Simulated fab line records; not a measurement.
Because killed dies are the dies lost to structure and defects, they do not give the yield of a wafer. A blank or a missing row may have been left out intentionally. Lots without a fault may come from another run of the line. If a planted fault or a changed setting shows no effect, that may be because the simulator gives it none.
Chamber matching || flow nandHarc || NHARC_A_CONTACT_DEP_29 on pecvd-03: 3 sister chambers
The step deposits SiON, target thk 100 nm. 22 wafers are shown with their chamber, then 11 later ones without.

## EACH WAFER AND ITS CHAMBER
{"wafer": "L075.1", "chamber": 0, "heaterPowerOuterW (W)": 548, "heaterPowerW (W)": 819}
{"wafer": "L075.3", "chamber": 1, "heaterPowerOuterW (W)": 394, "heaterPowerW (W)": 636}
{"wafer": "L075.6", "chamber": 2, "heaterPowerOuterW (W)": 431, "heaterPowerW (W)": 702}
{"wafer": "L078.4", "chamber": 0, "heaterPowerOuterW (W)": 465, "heaterPowerW (W)": 705}
{"wafer": "L078.5", "chamber": 1, "heaterPowerOuterW (W)": 449, "heaterPowerW (W)": 750}
{"wafer": "L078.6", "chamber": 2, "heaterPowerOuterW (W)": 447, "heaterPowerW (W)": 696}
{"wafer": "L083.1", "chamber": 1, "heaterPowerOuterW (W)": 455, "heaterPowerW (W)": 730}
{"wafer": "L083.5", "chamber": 0, "heaterPowerOuterW (W)": 491, "heaterPowerW (W)": 747}
{"wafer": "L083.6", "chamber": 2, "heaterPowerOuterW (W)": 466, "heaterPowerW (W)": 763}
{"wafer": "L084.2", "chamber": 1, "heaterPowerOuterW (W)": 431, "heaterPowerW (W)": 707}
{"wafer": "L084.3", "chamber": 2, "heaterPowerOuterW (W)": 454, "heaterPowerW (W)": 724}
{"wafer": "L084.5", "chamber": 1, "heaterPowerOuterW (W)": 431, "heaterPowerW (W)": 698}
{"wafer": "L085.2", "chamber": 1, "heaterPowerOuterW (W)": 464, "heaterPowerW (W)": 739}
{"wafer": "L085.4", "chamber": 2, "heaterPowerOuterW (W)": 479, "heaterPowerW (W)": 779}
{"wafer": "L085.5", "chamber": 1, "heaterPowerOuterW (W)": 452, "heaterPowerW (W)": 733}
{"wafer": "L086.1", "chamber": 2, "heaterPowerOuterW (W)": 470, "heaterPowerW (W)": 755}
{"wafer": "L086.2", "chamber": 0, "heaterPowerOuterW (W)": 476, "heaterPowerW (W)": 724}
{"wafer": "L086.3", "chamber": 1, "heaterPowerOuterW (W)": 421, "heaterPowerW (W)": 672}
{"wafer": "L089.3", "chamber": 0, "heaterPowerOuterW (W)": 508, "heaterPowerW (W)": 777}
{"wafer": "L089.5", "chamber": 2, "heaterPowerOuterW (W)": 432, "heaterPowerW (W)": 701}
{"wafer": "L089.6", "chamber": 1, "heaterPowerOuterW (W)": 467, "heaterPowerW (W)": 740}
{"wafer": "L088.1", "chamber": 0, "heaterPowerOuterW (W)": 515, "heaterPowerW (W)": 771}

SIGNATURES, as means of the wafers listed above
{"reading": "heaterPowerOuterW", "chamber 0": 500.50, "chamber 1": 440.44, "chamber 2": 454.14, "scatter within a chamber": 24}
{"reading": "heaterPowerW", "chamber 0": 757.17, "chamber 1": 711.67, "chamber 2": 731.43, "scatter within a chamber": 37.4}
Rule: distance of a wafer from a chamber = root of the sum over the readings of ((wafer's reading minus chamber's mean) / reading's scatter) squared. The wafer belongs to the nearest chamber; if the next one is less than 2 further off, it can't be placed. How the scatter is found: for the shown wafers, subtract from each reading the mean of its chamber, square and add these, divide the total by (wafers less chambers), then take the root.

## WAFERS WITH NO CHAMBER GIVEN
{"wafer": "L088.3", "heaterPowerOuterW (W)": 411, "heaterPowerW (W)": 687}
{"wafer": "L088.4", "heaterPowerOuterW (W)": 527, "heaterPowerW (W)": 790}
{"wafer": "L091.1", "heaterPowerOuterW (W)": 390, "heaterPowerW (W)": 653}
{"wafer": "L091.2", "heaterPowerOuterW (W)": 462, "heaterPowerW (W)": 769}
{"wafer": "L091.5", "heaterPowerOuterW (W)": 471, "heaterPowerW (W)": 760}
{"wafer": "L092.1", "heaterPowerOuterW (W)": 360, "heaterPowerW (W)": 610}
{"wafer": "L092.2", "heaterPowerOuterW (W)": 395, "heaterPowerW (W)": 641}
{"wafer": "L092.4", "heaterPowerOuterW (W)": 378, "heaterPowerW (W)": 612}
{"wafer": "L096.1", "heaterPowerOuterW (W)": 502, "heaterPowerW (W)": 770}
{"wafer": "L096.3", "heaterPowerOuterW (W)": 443, "heaterPowerW (W)": 707}
{"wafer": "L096.6", "heaterPowerOuterW (W)": 500, "heaterPowerW (W)": 784}

## EACH ONE'S CHAMBER
{"wafer": "L088.3", "from the rows above": "can't be placed: 1 or 2", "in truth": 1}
{"wafer": "L088.4", "from the rows above": 0, "in truth": 0}
{"wafer": "L091.1", "from the rows above": "can't be placed: 1 or 2", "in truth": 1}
{"wafer": "L091.2", "from the rows above": "can't be placed: 2 or 0 or 1", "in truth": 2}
{"wafer": "L091.5", "from the rows above": "can't be placed: 2 or 0 or 1", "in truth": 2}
{"wafer": "L092.1", "from the rows above": "can't be placed: 1 or 2", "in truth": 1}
{"wafer": "L092.2", "from the rows above": "can't be placed: 1 or 2", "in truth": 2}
{"wafer": "L092.4", "from the rows above": "can't be placed: 1 or 2", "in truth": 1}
{"wafer": "L096.1", "from the rows above": "can't be placed: 0 or 2", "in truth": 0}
{"wafer": "L096.3", "from the rows above": "can't be placed: 1 or 2", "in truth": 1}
{"wafer": "L096.6", "from the rows above": "can't be placed: 0 or 2", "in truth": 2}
Placed correctly: 1 of 11. Unplaceable from these rows: 10, with the true chamber sitting among the candidates in 10. Wrongly placed: 0.
